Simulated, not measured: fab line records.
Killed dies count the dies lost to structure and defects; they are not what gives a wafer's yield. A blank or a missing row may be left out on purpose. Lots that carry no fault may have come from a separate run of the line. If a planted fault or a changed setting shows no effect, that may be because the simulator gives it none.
What tool caused it? :: flow n5 finfet :: Sampling: 24 lots, 72 wafers, 3 of 1938 route steps

== WHAT THE GAUGES SHOWED, per wafer ==
N5_WELL_APT_OVL_MEAS_09. Usual: NWELL_OVL typically reads 1 nm, with standard deviation 5.9.
lot: L074
measured: day 1 14:18
on: overlay-02
NWELL_OVL (nm): -4 7 1
flag: 

lot: L075
measured: day 1 19:43
on: overlay-01
NWELL_OVL (nm): -11 -15 -2
flag: 

lot: L076
measured: day 2 01:50
on: overlay-01
NWELL_OVL (nm): 10 13 10
flag: 

lot: L077
measured: day 2 07:45
on: overlay-01
NWELL_OVL (nm): 2 0 -1
flag: 

lot: L078
measured: day 2 13:45
on: overlay-02
NWELL_OVL (nm): 6 3 0
flag: 

lot: L079
measured: day 2 19:50
on: overlay-01
NWELL_OVL (nm): -8 -7 -5
flag: 

lot: L080
measured: day 3 01:51
on: overlay-01
NWELL_OVL (nm): 2 2 11
flag: 

lot: L081
measured: day 3 08:22
on: overlay-02
NWELL_OVL (nm): 6 -3 -2
flag: 

lot: L082
measured: day 3 13:43
on: overlay-01
NWELL_OVL (nm): -5 -6 -4
flag: 

lot: L083
measured: day 3 19:44
on: overlay-02
NWELL_OVL (nm): -1 -2 1
flag: 

lot: L084
measured: day 4 01:44
on: overlay-02
NWELL_OVL (nm): -10 -7 2
flag: 

lot: L085
measured: day 4 08:02
on: overlay-01
NWELL_OVL (nm): -9 -8 0
flag: 

lot: L086
measured: day 4 13:44
on: overlay-02
NWELL_OVL (nm): 1 -4 5
flag: 

lot: L087
measured: day 4 19:43
on: overlay-01
NWELL_OVL (nm): 1 2 -5
flag: 

lot: L088
measured: day 5 01:50
on: overlay-01
NWELL_OVL (nm): -3 -11 -6
flag: 

lot: L089
measured: day 5 07:49
on: overlay-01
NWELL_OVL (nm): -2 0 -14
flag: 

lot: L090
measured: day 5 14:01
on: overlay-01
NWELL_OVL (nm): 12 7 4
flag: 

lot: L091
measured: day 5 19:51
on: overlay-01
NWELL_OVL (nm): 9 0 11
flag: 

lot: L092
measured: day 6 02:38
on: overlay-02
NWELL_OVL (nm): 12 -3 6
flag: 

lot: L093
measured: day 6 08:12
on: overlay-02
NWELL_OVL (nm): 7 5 1
flag: 

lot: L094
measured: day 6 14:43
on: overlay-02
NWELL_OVL (nm): -6 -3 1
flag: 

lot: L095
measured: day 6 20:13
on: overlay-02
NWELL_OVL (nm): 8 0 9
flag: 

lot: L096
measured: day 7 01:35
on: overlay-02
NWELL_OVL (nm): 11 1 9
flag: 

lot: L097
measured: day 7 07:38
on: overlay-02
NWELL_OVL (nm): 1 1 -8
flag: 

N5_PMOS_HMC_CHANNEL_EPI_CD_MEAS_09: the cd target is 237.4 nm. Usual: cd nm at 237.0 nm, with a standard deviation of 0.8.
lot: L074
measured: day 1 17:37
on: cd sem-03
cd nm (nm): 236.6 237.8 236.6
flag: 

lot: L075
measured: day 1 23:19
on: cd sem-02
cd nm (nm): 236.9 237.3 236.9
flag: 

lot: L076
measured: day 2 05:17
on: cd sem-03
cd nm (nm): 236.0 236.3 235.5
flag: 

lot: L077
measured: day 2 10:53
on: cd sem-02
cd nm (nm): 235.6 235.9 237.1
flag: 

lot: L078
measured: day 2 17:11
on: cd sem-01
cd nm (nm): 236.8 236.4 237.5
flag: 

lot: L079
measured: day 2 23:08
on: cd sem-02
cd nm (nm): 236.9 236.7 236.4
flag: 

lot: L080
measured: day 3 05:17
on: cd sem-03
cd nm (nm): 237.5 237.3 238.9
flag: 

lot: L081
measured: day 3 11:55
on: cd sem-03
cd nm (nm): 236.8 237.5 236.5
flag: 

lot: L082
measured: day 3 18:05
on: cd sem-01
cd nm (nm): 237.6 237.5 237.8
flag: 

lot: L083
measured: day 3 23:17
on: cd sem-01
cd nm (nm): 236.1 237.5 237.7
flag: 

lot: L084
measured: day 4 05:08
on: cd sem-03
cd nm (nm): 237.2 237.5 237.1
flag: 

lot: L085
measured: day 4 11:19
on: cd sem-01
cd nm (nm): 237.6 235.4 235.2
flag: 

lot: L086
measured: day 4 17:41
on: cd sem-03
cd nm (nm): 237.0 237.0 236.3
flag: 

lot: L087
measured: day 4 23:16
on: cd sem-03
cd nm (nm): 236.4 237.8 237.5
flag: 

lot: L088
measured: day 5 06:21
on: cd sem-03
cd nm (nm): 238.8 237.8 237.4
flag: 

lot: L089
measured: day 5 12:51
on: cd sem-01
cd nm (nm): 237.0 237.5 237.6
flag: 

lot: L090
measured: day 5 17:32
on: cd sem-01
cd nm (nm): 238.0 238.2 237.4
flag: 

lot: L091
measured: day 6 00:43
on: cd sem-01
cd nm (nm): 236.2 237.7 237.5
flag: 

lot: L092
measured: day 6 08:16
on: cd sem-02
cd nm (nm): 236.6 236.8 236.6
flag: 

lot: L093
measured: day 6 11:45
on: cd sem-03
cd nm (nm): 237.3 237.1 237.4
flag: 

lot: L094
measured: day 6 18:37
on: cd sem-03
cd nm (nm): 237.5 236.0 238.2
flag: 

lot: L095
measured: day 7 00:11
on: cd sem-03
cd nm (nm): 236.6 236.9 237.0
flag: 

lot: L096
measured: day 7 04:55
on: cd sem-03
cd nm (nm): 236.6 237.6 237.5
flag: 

lot: L097
measured: day 7 11:19
on: cd sem-03
cd nm (nm): 234.2 235.2 236.8
flag: 

== WHICH TOOL RAN EACH LOT (tool, then ch and the chambers of the sampled wafers, then the start) ==
lot: L074
N5_WELL_APT_RTA_34: rtp anneal-01 ch 0, day 1 16:19

lot: L075
N5_WELL_APT_RTA_34: rtp anneal-01 ch 0, day 1 21:59

lot: L076
N5_WELL_APT_RTA_34: rtp anneal-02 ch 0, day 2 03:47

lot: L077
N5_WELL_APT_RTA_34: rtp anneal-01 ch 0, day 2 09:43

lot: L078
N5_WELL_APT_RTA_34: rtp anneal-02 ch 0, day 2 15:55

lot: L079
N5_WELL_APT_RTA_34: rtp anneal-02 ch 0, day 2 21:58

lot: L080
N5_WELL_APT_RTA_34: rtp anneal-01 ch 0, day 3 03:52

lot: L081
N5_WELL_APT_RTA_34: rtp anneal-02 ch 0, day 3 10:32

lot: L082
N5_WELL_APT_RTA_34: rtp anneal-01 ch 0, day 3 16:34

lot: L083
N5_WELL_APT_RTA_34: rtp anneal-02 ch 0, day 3 21:49

lot: L084
N5_WELL_APT_RTA_34: rtp anneal-02 ch 0, day 4 03:48

lot: L085
N5_WELL_APT_RTA_34: rtp anneal-01 ch 0, day 4 10:08

lot: L086
N5_WELL_APT_RTA_34: rtp anneal-02 ch 0, day 4 16:16

lot: L087
N5_WELL_APT_RTA_34: rtp anneal-01 ch 0, day 4 21:57

lot: L088
N5_WELL_APT_RTA_34: rtp anneal-01 ch 0, day 5 05:09

lot: L089
N5_WELL_APT_RTA_34: rtp anneal-01 ch 0, day 5 11:22

lot: L090
N5_WELL_APT_RTA_34: rtp anneal-01 ch 0, day 5 16:13

lot: L091
N5_WELL_APT_RTA_34: rtp anneal-01 ch 0, day 5 23:25

lot: L092
N5_WELL_APT_RTA_34: rtp anneal-02 ch 0, day 6 06:44

lot: L093
N5_WELL_APT_RTA_34: rtp anneal-02 ch 0, day 6 10:30

lot: L094
N5_WELL_APT_RTA_34: rtp anneal-02 ch 0, day 6 16:58

lot: L095
N5_WELL_APT_RTA_34: rtp anneal-02 ch 0, day 6 22:53

lot: L096
N5_WELL_APT_RTA_34: rtp anneal-01 ch 0, day 7 03:37

lot: L097
N5_WELL_APT_RTA_34: rtp anneal-01 ch 0, day 7 09:59
- N5_WELL_APT_RTA_34: time 10 s.

== WHAT THE TOOLS THEMSELVES READ (means of the sampled wafers that have a number; where no wafer has one, the mark that the record gives instead) ==
N5_WELL_APT_RTA_34. Usual: lamp power pct 13.01 %, standard deviation 0.051; lamp_zone_3_pct 12.992 %, standard deviation 0.025; wafer_temp_C_max 1003.6, standard deviation 1.
lot: L074
tool: rtp anneal-01
lamp power pct (%): 12.96
lamp_zone_3_pct (%): 13.014
wafer_temp_C_max: 1004.3
flag: 

lot: L075
tool: rtp anneal-01
lamp power pct (%): 12.97
lamp_zone_3_pct (%): 12.992
wafer_temp_C_max: 1003.3
flag: 

lot: L076
tool: rtp anneal-02
lamp power pct (%): 13.04
lamp_zone_3_pct (%): 12.961
wafer_temp_C_max: 1003.8
flag: 

lot: L077
tool: rtp anneal-01
lamp power pct (%): 13.02
lamp_zone_3_pct (%): 12.989
wafer_temp_C_max: 1003.0
flag: 

lot: L078
tool: rtp anneal-02
lamp power pct (%): 13.00
lamp_zone_3_pct (%): 12.993
wafer_temp_C_max: 1003.1
flag: 

lot: L079
tool: rtp anneal-02
lamp power pct (%): 13.02
lamp_zone_3_pct (%): 12.991
wafer_temp_C_max: 1004.7
flag: 

lot: L080
tool: rtp anneal-01
lamp power pct (%): 13.05
lamp_zone_3_pct (%): 12.981
wafer_temp_C_max: 1003.2
flag: 

lot: L081
tool: rtp anneal-02
lamp power pct (%): 13.00
lamp_zone_3_pct (%): 12.972
wafer_temp_C_max: 1002.9
flag: 

lot: L082
tool: rtp anneal-01
lamp power pct (%): 13.00
lamp_zone_3_pct (%): 12.976
wafer_temp_C_max: 1003.0
flag: 

lot: L083
tool: rtp anneal-02
lamp power pct (%): 12.99
lamp_zone_3_pct (%): 12.983
wafer_temp_C_max: 1003.3
flag: 

lot: L084
tool: rtp anneal-02
lamp power pct (%): 13.03
lamp_zone_3_pct (%): 12.986
wafer_temp_C_max: 1003.4
flag: 

lot: L085
tool: rtp anneal-01
lamp power pct (%): 13.02
lamp_zone_3_pct (%): 12.995
wafer_temp_C_max: 1004.1
flag: 

lot: L086
tool: rtp anneal-02
lamp power pct (%): 13.00
lamp_zone_3_pct (%): 13.006
wafer_temp_C_max: 1003.2
flag: 

lot: L087
tool: rtp anneal-01
lamp power pct (%): 13.03
lamp_zone_3_pct (%): 12.998
wafer_temp_C_max: 1003.8
flag: 

lot: L088
tool: rtp anneal-01
lamp power pct (%): 13.05
lamp_zone_3_pct (%): 12.983
wafer_temp_C_max: 1004.1
flag: 

lot: L089
tool: rtp anneal-01
lamp power pct (%): 13.00
lamp_zone_3_pct (%): 12.988
wafer_temp_C_max: 1003.1
flag: 

lot: L090
tool: rtp anneal-01
lamp power pct (%): 12.99
lamp_zone_3_pct (%): 13.016
wafer_temp_C_max: 1003.4
flag: 

lot: L091
tool: rtp anneal-01
lamp power pct (%): 13.04
lamp_zone_3_pct (%): 12.998
wafer_temp_C_max: 1002.9
flag: 

lot: L092
tool: rtp anneal-02
lamp power pct (%): 13.03
lamp_zone_3_pct (%): 12.987
wafer_temp_C_max: 1002.3
flag: 

lot: L093
tool: rtp anneal-02
lamp power pct (%): 13.00
lamp_zone_3_pct (%): 13.012
wafer_temp_C_max: 1003.4
flag: 

lot: L094
tool: rtp anneal-02
lamp power pct (%): 13.06
lamp_zone_3_pct (%): 12.992
wafer_temp_C_max: 1004.2
flag: 

lot: L095
tool: rtp anneal-02
lamp power pct (%): 12.97
lamp_zone_3_pct (%): 13.007
wafer_temp_C_max: 1003.5
flag: 

lot: L096
tool: rtp anneal-01
lamp power pct (%): 13.05
lamp_zone_3_pct (%): 12.992
wafer_temp_C_max: 1003.1
flag: 

lot: L097
tool: rtp anneal-01
lamp power pct (%): 12.99
lamp_zone_3_pct (%): 12.983
wafer_temp_C_max: 1003.2
flag: 

== THE ANSWER, worked out from the rows above alone ==
Rule: a lot counts as off when the mean over its wafers that have a number is more than 3 standard deviations away from the usual mean. A lot without any number at a reading at which 4 lots or more have one is off too. Where the step has rows for the other lots, those lots are counted as sound. Order of review: gauges by route order, followed by the tools' own readings, for which a lot's mean as printed above is used. At the first step where some lot is off, the reading lying furthest off is the one used; lots without a number count as furthest.
Nothing can be told from this: no lot is off at any reading shown.

== WHAT WAS PUT IN BY THE SIMULATOR ==
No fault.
